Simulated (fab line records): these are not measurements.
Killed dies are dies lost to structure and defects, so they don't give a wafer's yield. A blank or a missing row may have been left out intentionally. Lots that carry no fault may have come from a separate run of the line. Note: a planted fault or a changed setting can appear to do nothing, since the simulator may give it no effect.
Which of the tools did it? / flow n5 finfet / Sampling: 9 lots, 27 wafers, 5 of 1938 route steps

== WHAT THE GAUGES SHOWED, per wafer ==
N5_BEOL_M4_RC_MEAS_101. Usual: DIBL_N 35.8 mV/V, standard deviation 1.8; DIBL_P 35.9 mV/V, standard deviation 2.2; IOFF_N 0.16 nA/um, standard deviation 0.035; IOFF_P 0.21 nA/um, standard deviation 0.04; ION_N 672 uA/um, standard deviation 11; ION_P 461 uA/um, standard deviation 7.4; SS_N 71.4 mV/dec, standard deviation 0.64; SS_P 73.2 mV/dec, standard deviation 0.67; VT_N 250 mV, standard deviation 3.5; VT_P -251 mV, standard deviation 3.4.
lot=L619; measured=day 7 21:46; on=prober-02; DIBL_N (mV/V)=34.2 33.8 34.3; DIBL_P (mV/V)=32.9 34.0 33.8; IOFF_N (nA/um)=0.12 0.12 0.13; IOFF_P (nA/um)=0.17 0.18 0.18; ION_N (uA/um)=664 671 673; ION_P (uA/um)=451 462 452; SS_N (mV/dec)=71.0 71.3 70.8; SS_P (mV/dec)=72.0 71.9 73.0; VT_N (mV)=254 257 253; VT_P (mV)=-254 -255 -252; flag=
lot=L620; measured=day 8 15:26; on=prober-02; DIBL_N (mV/V)=36.6 32.9 34.7; DIBL_P (mV/V)=36.8 32.4 33.6; IOFF_N (nA/um)=0.18 0.12 0.14; IOFF_P (nA/um)=0.25 0.18 0.18; ION_N (uA/um)=683 659 665; ION_P (uA/um)=471 458 454; SS_N (mV/dec)=72.0 70.8 71.4; SS_P (mV/dec)=73.6 72.4 72.8; VT_N (mV)=245 255 249; VT_P (mV)=-246 -251 -250; flag=
lot=L624; measured=day 9 17:13; on=prober-01; DIBL_N (mV/V)=36.0 39.2 38.9; DIBL_P (mV/V)=35.7 39.2 39.0; IOFF_N (nA/um)=0.15 0.21 0.20; IOFF_P (nA/um)=0.20 0.27 0.25; ION_N (uA/um)=665 683 676; ION_P (uA/um)=462 468 470; SS_N (mV/dec)=71.5 72.0 72.2; SS_P (mV/dec)=72.8 74.2 73.1; VT_N (mV)=254 251 248; VT_P (mV)=-250 -248 -250; flag=
lot=L630; measured=day 11 16:23; on=prober-02; DIBL_N (mV/V)=35.2 37.3 37.5; DIBL_P (mV/V)=34.5 37.3 38.5; IOFF_N (nA/um)=0.14 0.16 0.18; IOFF_P (nA/um)=0.18 0.22 0.25; ION_N (uA/um)=667 684 682; ION_P (uA/um)=459 467 465; SS_N (mV/dec)=70.5 71.4 71.2; SS_P (mV/dec)=72.1 72.6 73.1; VT_N (mV)=252 250 246; VT_P (mV)=-250 -250 -249; flag=
lot=L631; measured=day 11 19:51; on=prober-02; DIBL_N (mV/V)=34.3 37.1 35.0; DIBL_P (mV/V)=34.6 38.2 35.8; IOFF_N (nA/um)=0.13 0.19 0.15; IOFF_P (nA/um)=0.21 0.28 0.23; ION_N (uA/um)=658 664 669; ION_P (uA/um)=462 464 470; SS_N (mV/dec)=71.3 71.2 70.5; SS_P (mV/dec)=73.0 73.7 72.3; VT_N (mV)=253 247 249; VT_P (mV)=-249 -246 -246; flag=
lot=L633; measured=day 12 01:48; on=prober-02; DIBL_N (mV/V)=31.7 34.5 33.8; DIBL_P (mV/V)=31.2 35.6 34.5; IOFF_N (nA/um)=0.09 0.13 0.12; IOFF_P (nA/um)=0.13 0.19 0.18; ION_N (uA/um)=654 667 667; ION_P (uA/um)=456 461 469; SS_N (mV/dec)=70.2 70.7 70.6; SS_P (mV/dec)=71.9 73.1 72.2; VT_N (mV)=258 251 251; VT_P (mV)=-256 -251 -251; flag=
lot=L635; measured=day 12 16:39; on=prober-01; DIBL_N (mV/V)=37.3 37.0 32.9; DIBL_P (mV/V)=36.3 35.8 31.6; IOFF_N (nA/um)=0.18 0.16 0.11; IOFF_P (nA/um)=0.21 0.20 0.15; ION_N (uA/um)=672 682 661; ION_P (uA/um)=458 464 456; SS_N (mV/dec)=72.0 70.6 70.9; SS_P (mV/dec)=73.2 73.4 72.5; VT_N (mV)=248 249 252; VT_P (mV)=-251 -251 -256; flag=
lot=L638; measured=day 12 23:56; on=prober-01; DIBL_N (mV/V)=37.1 36.5 33.7; DIBL_P (mV/V)=37.8 36.8 32.5; IOFF_N (nA/um)=0.17 0.15 0.11; IOFF_P (nA/um)=0.21 0.20 0.15; ION_N (uA/um)=679 674 660; ION_P (uA/um)=458 468 454; SS_N (mV/dec)=72.1 71.4 70.9; SS_P (mV/dec)=74.1 73.9 72.8; VT_N (mV)=246 251 255; VT_P (mV)=-251 -255 -255; flag=
lot=L639; measured=day 13 21:09; on=prober-02; DIBL_N (mV/V)=35.9 35.5 35.3; DIBL_P (mV/V)=34.6 34.3 33.3; IOFF_N (nA/um)=0.14 0.14 0.12; IOFF_P (nA/um)=0.20 0.20 0.19; ION_N (uA/um)=676 683 669; ION_P (uA/um)=467 466 464; SS_N (mV/dec)=70.8 71.0 70.5; SS_P (mV/dec)=73.0 72.3 72.7; VT_N (mV)=249 249 254; VT_P (mV)=-252 -251 -252; flag=

== WHICH TOOL RAN EACH LOT (tool, then ch and the chambers of the sampled wafers, then the start) ==
lot=L619; N5_ZERO_LAYER_STRIP_24=plasma asher-01 ch 0,1, day 2 00:55; N5_FIN_SAQP_ALD_61=ald sin-04 ch 0,1,3, day 2 08:01; N5_FIN_SAQP_HM_OPEN_73=rie diel-02 ch 0,1, day 2 09:29; N5_FIN_SAQP_SPACER1_ETCHBACK_25=rie diel-05 ch 1,3, day 2 11:31
lot=L620; N5_ZERO_LAYER_STRIP_24=plasma asher-02 ch 0, day 2 07:01; N5_FIN_SAQP_ALD_61=ald sin-04 ch 0,1,2, day 2 14:10; N5_FIN_SAQP_HM_OPEN_73=rie diel-05 ch 1,2,3, day 2 15:50; N5_FIN_SAQP_SPACER1_ETCHBACK_25=rie diel-02 ch 0,2, day 2 17:34
lot=L624; N5_ZERO_LAYER_STRIP_24=plasma asher-01 ch 0,1, day 3 07:01; N5_FIN_SAQP_ALD_61=ald sin-03 ch 0,2,3, day 3 15:03; N5_FIN_SAQP_HM_OPEN_73=rie diel-04 ch 0,2, day 3 16:33; N5_FIN_SAQP_SPACER1_ETCHBACK_25=rie diel-02 ch 0,1,3, day 3 18:25
lot=L630; N5_ZERO_LAYER_STRIP_24=plasma asher-01 ch 0,1, day 4 18:55; N5_FIN_SAQP_ALD_61=ald sin-04 ch 1,2,3, day 5 03:37; N5_FIN_SAQP_HM_OPEN_73=rie diel-05 ch 0,1,3, day 5 04:59; N5_FIN_SAQP_SPACER1_ETCHBACK_25=rie diel-04 ch 0,1,3, day 5 06:37
lot=L631; N5_ZERO_LAYER_STRIP_24=plasma asher-01 ch 0, day 5 01:01; N5_FIN_SAQP_ALD_61=ald sin-04 ch 0,1,3, day 5 08:15; N5_FIN_SAQP_HM_OPEN_73=rie diel-05 ch 0,3, day 5 09:52; N5_FIN_SAQP_SPACER1_ETCHBACK_25=rie diel-04 ch 1,2,3, day 5 12:02
lot=L633; N5_ZERO_LAYER_STRIP_24=plasma asher-02 ch 0,1, day 5 13:22; N5_FIN_SAQP_ALD_61=ald sin-01 ch 1,3, day 5 20:18; N5_FIN_SAQP_HM_OPEN_73=rie diel-04 ch 0,3, day 5 21:46; N5_FIN_SAQP_SPACER1_ETCHBACK_25=rie diel-02 ch 1,3, day 5 23:23
lot=L635; N5_ZERO_LAYER_STRIP_24=plasma asher-01 ch 0,1, day 6 00:53; N5_FIN_SAQP_ALD_61=ald sin-04 ch 0,1,3, day 6 08:10; N5_FIN_SAQP_HM_OPEN_73=rie diel-04 ch 0,1,3, day 6 09:50; N5_FIN_SAQP_SPACER1_ETCHBACK_25=rie diel-05 ch 1,3, day 6 11:29
lot=L638; N5_ZERO_LAYER_STRIP_24=plasma asher-01 ch 0,1, day 6 19:04; N5_FIN_SAQP_ALD_61=ald sin-01 ch 0,2,3, day 7 02:52; N5_FIN_SAQP_HM_OPEN_73=rie diel-05 ch 1,2,3, day 7 04:15; N5_FIN_SAQP_SPACER1_ETCHBACK_25=rie diel-05 ch 0,1,3, day 7 06:10
lot=L639; N5_ZERO_LAYER_STRIP_24=plasma asher-02 ch 0,1, day 7 01:02; N5_FIN_SAQP_ALD_61=ald sin-01 ch 0,1, day 7 09:07; N5_FIN_SAQP_HM_OPEN_73=rie diel-05 ch 0,2,3, day 7 11:03; N5_FIN_SAQP_SPACER1_ETCHBACK_25=rie diel-04 ch 0,3, day 7 12:49
- N5_ZERO_LAYER_STRIP_24: strips in O2.
- N5_FIN_SAQP_ALD_61: deposits SiO2, target thk 4 nm, pulse time 1 s, purge time 2 s.
- N5_FIN_SAQP_HM_OPEN_73: chemistry CHF3/O2, target SiO2, stops on a-Si, target depth 12 nm, time 16.8 s.
- N5_FIN_SAQP_SPACER1_ETCHBACK_25: etches SiO2 in CHF3/O2, target depth 24.4 nm, time 12.2 s.

== WHAT THE TOOLS THEMSELVES READ (means of the sampled wafers that have a number; where no wafer has one, the mark that the record gives instead) ==
N5_ZERO_LAYER_STRIP_24. Usual: chamber pressure mTorr 999.8 mTorr, standard deviation 1; drypump motor current A 5.7 A, standard deviation 0.37; heater power w 344 W, standard deviation 12; oes product au 0.647 a.u., standard deviation 0.0049; strip time to endpoint s 43.86 s, standard deviation 0.079.
lot=L619; tool=plasma asher-01; chamber pressure mTorr (mTorr)=-; drypump motor current A (A)=-; heater power w (W)=-; oes product au (a.u.)=-; strip time to endpoint s (s)=-; flag=OFF
lot=L620; tool=plasma asher-02; chamber pressure mTorr (mTorr)=-; drypump motor current A (A)=-; heater power w (W)=-; oes product au (a.u.)=-; strip time to endpoint s (s)=-; flag=OFF
lot=L624; tool=plasma asher-01; chamber pressure mTorr (mTorr)=1000.0; drypump motor current A (A)=5.7; heater power w (W)=346; oes product au (a.u.)=0.646; strip time to endpoint s (s)=43.86; flag=
lot=L630; tool=plasma asher-01; chamber pressure mTorr (mTorr)=999.6; drypump motor current A (A)=5.7; heater power w (W)=350; oes product au (a.u.)=0.648; strip time to endpoint s (s)=43.87; flag=
lot=L631; tool=plasma asher-01; chamber pressure mTorr (mTorr)=999.9; drypump motor current A (A)=5.2; heater power w (W)=334; oes product au (a.u.)=0.650; strip time to endpoint s (s)=43.83; flag=
lot=L633; tool=plasma asher-02; chamber pressure mTorr (mTorr)=999.4; drypump motor current A (A)=5.9; heater power w (W)=345; oes product au (a.u.)=0.641; strip time to endpoint s (s)=43.79; flag=
lot=L635; tool=plasma asher-01; chamber pressure mTorr (mTorr)=999.4; drypump motor current A (A)=5.7; heater power w (W)=352; oes product au (a.u.)=0.646; strip time to endpoint s (s)=43.91; flag=
lot=L638; tool=plasma asher-01; chamber pressure mTorr (mTorr)=999.0; drypump motor current A (A)=5.7; heater power w (W)=347; oes product au (a.u.)=0.652; strip time to endpoint s (s)=44.02; flag=
lot=L639; tool=plasma asher-02; chamber pressure mTorr (mTorr)=1000.1; drypump motor current A (A)=6.0; heater power w (W)=341; oes product au (a.u.)=0.642; strip time to endpoint s (s)=43.86; flag=

N5_FIN_SAQP_ALD_61. Usual: heater power w 463 W, standard deviation 44; precursor pulse height rel 1.000, standard deviation 0.023.
lot=L619; tool=ald sin-04; heater power w (W)=463; precursor pulse height rel=0.990; flag=
lot=L620; tool=ald sin-04; heater power w (W)=490; precursor pulse height rel=0.998; flag=
lot=L624; tool=ald sin-03; heater power w (W)=492; precursor pulse height rel=1.009; flag=
lot=L630; tool=ald sin-04; heater power w (W)=448; precursor pulse height rel=0.996; flag=
lot=L631; tool=ald sin-04; heater power w (W)=453; precursor pulse height rel=0.999; flag=
lot=L633; tool=ald sin-01; heater power w (W)=441; precursor pulse height rel=1.032; flag=
lot=L635; tool=ald sin-04; heater power w (W)=447; precursor pulse height rel=1.003; flag=
lot=L638; tool=ald sin-01; heater power w (W)=434; precursor pulse height rel=1.010; flag=
lot=L639; tool=ald sin-01; heater power w (W)=407; precursor pulse height rel=1.008; flag=

N5_FIN_SAQP_HM_OPEN_73. Usual: chamber pressure mTorr 29.998 mTorr, standard deviation 0.028; drypump motor current A 5.6 A, standard deviation 0.38; oes product au 0.47 a.u., standard deviation 0.052; rf vpp V 523 V, standard deviation 9.2; showerhead plenum p Torr 2.44 Torr, standard deviation 0.075; throttle valve pct 18.71 %, standard deviation 0.22.
lot=L619; tool=rie diel-02; chamber pressure mTorr (mTorr)=30.009; drypump motor current A (A)=5.4; oes product au (a.u.)=0.49; rf vpp V (V)=527; showerhead plenum p Torr (Torr)=2.46; throttle valve pct (%)=18.69; flag=
lot=L620; tool=rie diel-05; chamber pressure mTorr (mTorr)=29.974; drypump motor current A (A)=5.6; oes product au (a.u.)=0.45; rf vpp V (V)=527; showerhead plenum p Torr (Torr)=2.43; throttle valve pct (%)=18.66; flag=
lot=L624; tool=rie diel-04; chamber pressure mTorr (mTorr)=30.001; drypump motor current A (A)=5.8; oes product au (a.u.)=0.47; rf vpp V (V)=520; showerhead plenum p Torr (Torr)=2.45; throttle valve pct (%)=18.74; flag=
lot=L630; tool=rie diel-05; chamber pressure mTorr (mTorr)=29.985; drypump motor current A (A)=5.6; oes product au (a.u.)=0.47; rf vpp V (V)=530; showerhead plenum p Torr (Torr)=2.43; throttle valve pct (%)=18.71; flag=
lot=L631; tool=rie diel-05; chamber pressure mTorr (mTorr)=30.003; drypump motor current A (A)=5.6; oes product au (a.u.)=0.51; rf vpp V (V)=530; showerhead plenum p Torr (Torr)=2.49; throttle valve pct (%)=18.55; flag=
lot=L633; tool=rie diel-04; chamber pressure mTorr (mTorr)=30.009; drypump motor current A (A)=5.3; oes product au (a.u.)=0.53; rf vpp V (V)=525; showerhead plenum p Torr (Torr)=2.52; throttle valve pct (%)=18.59; flag=
lot=L635; tool=rie diel-04; chamber pressure mTorr (mTorr)=29.990; drypump motor current A (A)=5.4; oes product au (a.u.)=0.48; rf vpp V (V)=522; showerhead plenum p Torr (Torr)=2.45; throttle valve pct (%)=18.65; flag=
lot=L638; tool=rie diel-05; chamber pressure mTorr (mTorr)=29.987; drypump motor current A (A)=5.6; oes product au (a.u.)=0.42; rf vpp V (V)=528; showerhead plenum p Torr (Torr)=2.42; throttle valve pct (%)=18.72; flag=
lot=L639; tool=rie diel-05; chamber pressure mTorr (mTorr)=29.987; drypump motor current A (A)=5.7; oes product au (a.u.)=0.46; rf vpp V (V)=527; showerhead plenum p Torr (Torr)=2.47; throttle valve pct (%)=18.56; flag=

N5_FIN_SAQP_SPACER1_ETCHBACK_25. Usual: chamber pressure mTorr 30.001 mTorr, standard deviation 0.026; drypump motor current A 5.6 A, standard deviation 0.41; oes product au 0.79 a.u., standard deviation 0.088; rf vpp V 523 V, standard deviation 8.8; showerhead plenum p Torr 2.43 Torr, standard deviation 0.077; throttle valve pct 18.80 %, standard deviation 0.21.
lot=L619; tool=rie diel-05; chamber pressure mTorr (mTorr)=30.018; drypump motor current A (A)=5.5; oes product au (a.u.)=0.72; rf vpp V (V)=529; showerhead plenum p Torr (Torr)=2.39; throttle valve pct (%)=18.92; flag=
lot=L620; tool=rie diel-02; chamber pressure mTorr (mTorr)=29.987; drypump motor current A (A)=5.8; oes product au (a.u.)=0.84; rf vpp V (V)=525; showerhead plenum p Torr (Torr)=2.40; throttle valve pct (%)=18.60; flag=
lot=L624; tool=rie diel-02; chamber pressure mTorr (mTorr)=30.018; drypump motor current A (A)=5.4; oes product au (a.u.)=0.82; rf vpp V (V)=523; showerhead plenum p Torr (Torr)=2.44; throttle valve pct (%)=18.91; flag=
lot=L630; tool=rie diel-04; chamber pressure mTorr (mTorr)=30.010; drypump motor current A (A)=5.4; oes product au (a.u.)=0.81; rf vpp V (V)=522; showerhead plenum p Torr (Torr)=2.45; throttle valve pct (%)=18.69; flag=
lot=L631; tool=rie diel-04; chamber pressure mTorr (mTorr)=30.011; drypump motor current A (A)=5.4; oes product au (a.u.)=0.80; rf vpp V (V)=517; showerhead plenum p Torr (Torr)=2.49; throttle valve pct (%)=18.81; flag=
lot=L633; tool=rie diel-02; chamber pressure mTorr (mTorr)=29.986; drypump motor current A (A)=5.5; oes product au (a.u.)=0.83; rf vpp V (V)=516; showerhead plenum p Torr (Torr)=2.41; throttle valve pct (%)=19.05; flag=
lot=L635; tool=rie diel-05; chamber pressure mTorr (mTorr)=30.006; drypump motor current A (A)=5.6; oes product au (a.u.)=0.70; rf vpp V (V)=534; showerhead plenum p Torr (Torr)=2.38; throttle valve pct (%)=18.85; flag=
lot=L638; tool=rie diel-05; chamber pressure mTorr (mTorr)=30.016; drypump motor current A (A)=5.6; oes product au (a.u.)=0.77; rf vpp V (V)=530; showerhead plenum p Torr (Torr)=2.42; throttle valve pct (%)=18.81; flag=
lot=L639; tool=rie diel-04; chamber pressure mTorr (mTorr)=30.013; drypump motor current A (A)=5.3; oes product au (a.u.)=0.86; rf vpp V (V)=525; showerhead plenum p Torr (Torr)=2.51; throttle valve pct (%)=18.69; flag=

== THE ANSWER, worked out from the rows above alone ==
Rule: a lot is off if the mean of its wafers that have a number lies more than 3 standard deviations from the usual mean. A lot without any number at a reading at which 4 lots or more have one is off too. The other lots that the step has rows for count as sound. Order of review: gauges by route order, followed by the tools' own readings, for which a lot's mean as printed above is used. The first step at which some lot is off is used, and at that step the reading that is off furthest; a lot without a number counts as furthest.
Off at N5_ZERO_LAYER_STRIP_24 (chamber pressure mTorr): L619, L620. Without a number there: L619, L620.
If a tool, at that step or one of the process steps before it, ran each lot that is off and ran no sound lot following the first of them, it fits. None of those tried fits.

== WHAT THE SIMULATOR HAD INSERTED ==
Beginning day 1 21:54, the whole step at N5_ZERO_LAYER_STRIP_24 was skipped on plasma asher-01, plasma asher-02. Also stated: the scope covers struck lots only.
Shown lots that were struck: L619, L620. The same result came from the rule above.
